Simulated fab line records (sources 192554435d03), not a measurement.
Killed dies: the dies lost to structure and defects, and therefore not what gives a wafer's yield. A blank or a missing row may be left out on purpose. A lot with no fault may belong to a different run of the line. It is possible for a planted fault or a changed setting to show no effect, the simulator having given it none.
Chamber matching :: flow n5Finfet :: N5_BEOL_M2_CMP_52 on cmp-03 has 4 sister chambers
The step polishes, stops on SiOC, t overpolish 6.8 s, target thk 40 nm. 4 wafers are shown with their chamber, then 9 later ones without.

WAFERS, EACH WITH ITS CHAMBER
wafer: L080.4
chamber: 3
motorCurrentA (A): 5.5

wafer: L084.6
chamber: 0
motorCurrentA (A): 5.8

wafer: L087.4
chamber: 2
motorCurrentA (A): 5.4

wafer: L087.5
chamber: 1
motorCurrentA (A): 5.8

WAFERS WHOSE CHAMBER IS MISSING
wafer: L086.1
motorCurrentA (A): 5.7

wafer: L086.4
motorCurrentA (A): 5.7

wafer: L086.5
motorCurrentA (A): 5.8

wafer: L092.2
motorCurrentA (A): 5.5

wafer: L092.3
motorCurrentA (A): 5.9

wafer: L092.6
motorCurrentA (A): 6.0

wafer: L093.1
motorCurrentA (A): 5.6

wafer: L093.3
motorCurrentA (A): 5.3

wafer: L093.5
motorCurrentA (A): 5.3

WHICH CHAMBER EACH WENT THROUGH
wafer: L086.1
from the rows above: can't be placed: 0 or 1 or 3 or 2
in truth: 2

wafer: L086.4
from the rows above: can't be placed: 0 or 1 or 3 or 2
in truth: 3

wafer: L086.5
from the rows above: can't be placed: 0 or 1
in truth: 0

wafer: L092.2
from the rows above: can't be placed: 3 or 2
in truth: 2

wafer: L092.3
from the rows above: can't be placed: 0 or 1
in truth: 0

wafer: L092.6
from the rows above: can't be placed: 0 or 1
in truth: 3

wafer: L093.1
from the rows above: can't be placed: 3 or 2 or 0 or 1
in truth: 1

wafer: L093.3
from the rows above: can't be placed: 2 or 3
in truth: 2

wafer: L093.5
from the rows above: can't be placed: 2 or 3
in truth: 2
Correctly placed: 0 of 9. From these rows, 9 cannot be placed; in 8 the true chamber is one of the candidates. Number placed wrongly: 0.
How it was worked out, from the rows above alone: a wafer's distance from a chamber is the root of the sum, over the readings, of the square of ((its reading less the chamber's mean) divided by the reading's scatter). If the next closest chamber is less than 2 further off than the closest, the wafer can't be placed; otherwise it belongs to the closest. For every chamber, the mean is computed from those of its wafers that are shown. The scatter (one wafer shown for each chamber): square how far every hidden wafer sits from the nearest shown wafer, average those squares and take the square root.
